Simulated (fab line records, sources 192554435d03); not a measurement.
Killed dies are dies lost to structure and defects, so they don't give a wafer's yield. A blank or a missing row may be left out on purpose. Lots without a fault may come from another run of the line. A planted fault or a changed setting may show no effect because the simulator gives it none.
Chamber matching | flow n5_finfet | N5_BEOL_M2_ETCH_70 on rie_diel-02: 4 sister chambers
The step etches SOC in N2/H2, target depth 80 nm, overetch 24 nm, time 130 s. 22 wafers are shown with their chamber, then 11 later ones without.

WAFERS WITH THEIR CHAMBER
wafer  | chamber | drypump_motor_current_A (A) | showerhead_plenum_p_Torr (Torr) | throttle_valve_pct (%)
L076.1 | 0       | 6.1                         | 2.43                            | 17.72
L076.4 | 2       | 5.6                         | 2.53                            | 18.10
L076.6 | 0       | 6.1                         | 2.43                            | 17.72
L075.2 | 0       | 6.1                         | 2.43                            | 17.72
L075.5 | 3       | 6.6                         | 2.53                            | 17.79
L075.6 | 2       | 5.6                         | 2.53                            | 18.12
L079.1 | 2       | 5.6                         | 2.52                            | 18.13
L079.4 | 0       | 6.1                         | 2.43                            | 17.75
L079.6 | 3       | 6.5                         | 2.53                            | 17.79
L080.1 | 1       | 5.9                         | 2.62                            | 17.61
L080.2 | 0       | 6.2                         | 2.42                            | 17.74
L080.3 | 2       | 5.6                         | 2.52                            | 18.14
L081.2 | 0       | 6.1                         | 2.42                            | 17.76
L081.4 | 0       | 6.1                         | 2.42                            | 17.73
L081.6 | 1       | 5.9                         | 2.62                            | 17.61
L084.1 | 2       | 5.6                         | 2.52                            | 18.15
L084.2 | 0       | 6.1                         | 2.42                            | 17.74
L084.5 | 0       | 6.1                         | 2.42                            | 17.76
L085.4 | 3       | 6.6                         | 2.52                            | 17.81
L085.5 | 0       | 6.1                         | 2.42                            | 17.76
L085.6 | 1       | 5.9                         | 2.61                            | 17.64
L088.1 | 1       | 5.9                         | 2.61                            | 17.63

SIGNATURES (means of the wafers above)
reading                  | chamber 0 | chamber 1 | chamber 2 | chamber 3 | scatter within a chamber
drypump_motor_current_A  | 6.110     | 5.900     | 5.600     | 6.567     | 0.0295
showerhead_plenum_p_Torr | 2.4240    | 2.6150    | 2.5240    | 2.5267    | 0.00541
throttle_valve_pct       | 17.7400   | 17.6225   | 18.1280   | 17.7967   | 0.0167
Rule: a wafer's distance from a chamber is the root of the sum, over the readings, of the square of ((its reading less the chamber's mean) divided by the reading's scatter). The wafer belongs to the nearest chamber; if the next one is less than 2 further off, it can't be placed. The scatter: the root of (the sum of the squares of (reading less its chamber's mean) over the shown wafers, divided by (wafers less chambers)).

WAFERS WITHOUT THEIR CHAMBER
wafer  | drypump_motor_current_A (A) | showerhead_plenum_p_Torr (Torr) | throttle_valve_pct (%)
L088.2 | 6.6                         | 2.52                            | 17.81
L088.3 | 6.1                         | 2.42                            | 17.78
L091.3 | 5.6                         | 2.52                            | 17.69
L091.4 | 5.9                         | 2.61                            | 17.66
L091.6 | 5.6                         | 2.52                            | 17.69
L093.1 | 6.0                         | 2.61                            | 17.67
L093.4 | 6.5                         | 2.52                            | 17.83
L093.6 | 5.6                         | 2.51                            | 17.69
L095.3 | 5.6                         | 2.51                            | 17.72
L095.5 | 6.0                         | 2.60                            | 17.67
L095.6 | 6.1                         | 2.41                            | 17.81

WHICH CHAMBER EACH WENT THROUGH
wafer  | from the rows above          | in truth
L088.2 | 3                            | 3
L088.3 | 0                            | 0
L091.3 | 1                            | 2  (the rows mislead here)
L091.4 | 1                            | 1
L091.6 | 1                            | 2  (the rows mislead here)
L093.1 | 1                            | 1
L093.4 | 3                            | 3
L093.6 | can't be placed: 1 or 0      | 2
L095.3 | can't be placed: 1 or 0 or 2 | 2
L095.5 | 1                            | 1
L095.6 | 0                            | 0
Placed correctly: 7 of 11. Can't be placed from these rows: 2 (the true chamber is among the candidates in 1). Placed wrongly: 2.
